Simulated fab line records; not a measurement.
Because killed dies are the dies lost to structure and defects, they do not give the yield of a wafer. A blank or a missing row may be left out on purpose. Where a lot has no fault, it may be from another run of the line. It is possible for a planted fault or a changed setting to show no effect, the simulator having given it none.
Lot-split experiment + flow n5-finfet + 7 lots, 21 wafers read, on a route of 1938 steps

SPLIT DETAILS
At N5_MIM_BOT_ETCH_ETCH_04 (etches SiNx in CF4/O2, target depth 26 nm, time 13 s), the setting time-s was moved away from the recipe's 13 s on 4 of the 21 wafers read, by -20.1% to +22.0%. The other wafers ran this setting at the recipe's value.

The reading is taken at the split's own step.

THE READING
etch.depth-nm (the simulator's own value, which no gauge read), in nm, at N5_MIM_BOT_ETCH_ETCH_04 (etches SiNx in CF4/O2, target depth 26 nm, time 13 s). There is no usual value for it anywhere in the file. Average 25.65 nm, standard deviation 0.99 nm, over the 17 wafers here run with the recipe.

| wafer  | tool, chamber at the split | time-s as run, s | against the recipe | etch.depth-nm, nm | against lot-mates on the recipe |
|--------|----------------------------|------------------|--------------------|-------------------|---------------------------------|
| L080.2 | rie-diel-04, 3             | 13               | recipe             | 26.86             | -                               |
| L080.3 | rie-diel-04, 1             | 13               | recipe             | 26.14             | -                               |
| L080.4 | rie-diel-04, 2             | 13               | recipe             | 24.05             | -                               |
| L078.2 | rie-diel-01, 3             | 13               | recipe             | 26.31             | -                               |
| L078.4 | rie-diel-01, 2             | 13               | recipe             | 26.78             | -                               |
| L078.5 | rie-diel-01, 3             | 13               | recipe             | 26.16             | -                               |
| L083.1 | rie-diel-04, 3             | 13               | recipe             | 26.87             | -                               |
| L083.3 | rie-diel-04, 2             | 13               | recipe             | 24.19             | -                               |
| L083.6 | rie-diel-04, 3             | 13               | recipe             | 26.83             | -                               |
| L086.1 | rie-diel-04, 0             | 13               | recipe             | 26.06             | -                               |
| L086.5 | rie-diel-04, 2             | 13               | recipe             | 24.15             | -                               |
| L086.6 | rie-diel-04, 3             | 15.86            | +22.0%             | 32.18             | +7.08                           |
| L089.1 | rie-diel-01, 1             | 13               | recipe             | 25.2              | -                               |
| L089.3 | rie-diel-01, 0             | 12.25            | -5.8%              | 24.29             | -0.91                           |
| L089.6 | rie-diel-01, 3             | 12.25            | -5.8%              | 24.75             | -0.45                           |
| L094.2 | rie-diel-01, 2             | 13               | recipe             | 26.51             | -                               |
| L094.4 | rie-diel-01, 1             | 10.39            | -20.1%             | 20.9              | -5.15                           |
| L094.6 | rie-diel-01, 0             | 13               | recipe             | 25.58             | -                               |
| L092.2 | rie-diel-05, 3             | 13               | recipe             | 24.81             | -                               |
| L092.3 | rie-diel-05, 0             | 13               | recipe             | 24.77             | -                               |
| L092.6 | rie-diel-05, 3             | 13               | recipe             | 24.84             | -                               |

THE FIT
A straight line over all 21 wafers: etch.depth-nm changes by +0.265 nm for each +1% of time-s; r = +0.89; the points scatter about the line by 0.97 nm.
The same after taking each lot's own level away (the mean of its wafers on the recipe; 21 wafers): +0.281 nm for each +1%; r = +0.92; scatter 0.85 nm.
On that fit, the largest move of time-s shifts the reading by 6.2 nm.
The lots' own levels span 24.807 to 26.417 nm, that is 1.6 times the standard deviation above.
The two slopes are in agreement: the lot-to-lot level therefore moves the slope only a little.
Check: for one of the wafers moved furthest among these (+22.0%), held out of the fit, the line's prediction against its lot-mates is +5.34 nm. Against them it came out at +7.08 nm.

THE OTHER SPLITS THESE WAFERS WENT THROUGH
Note: prior to the reading, these wafers also went through further splits. Each is held against what the fit with the lots' levels taken away leaves over:
| other split on the same wafers    | wafers away from the commonest value | r with etch.depth-nm (lot level and that fit taken away) |
|-----------------------------------|--------------------------------------|----------------------------------------------------------|
| N5_BEOL_M14_PEB_08 peb-temp-c     | 9                                    | +0.25                                                    |
| N5_BEOL_M15_PEB_26 peb-temp-c     | 5                                    | -0.05                                                    |
| N5_BEOL_M15_TRENCH_ETCH_34 time-s | 5                                    | -0.19                                                    |

FILE'S OWN FIT
etch.depth-nm changes by +0.286 nm for each +1% of time-s, r = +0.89.
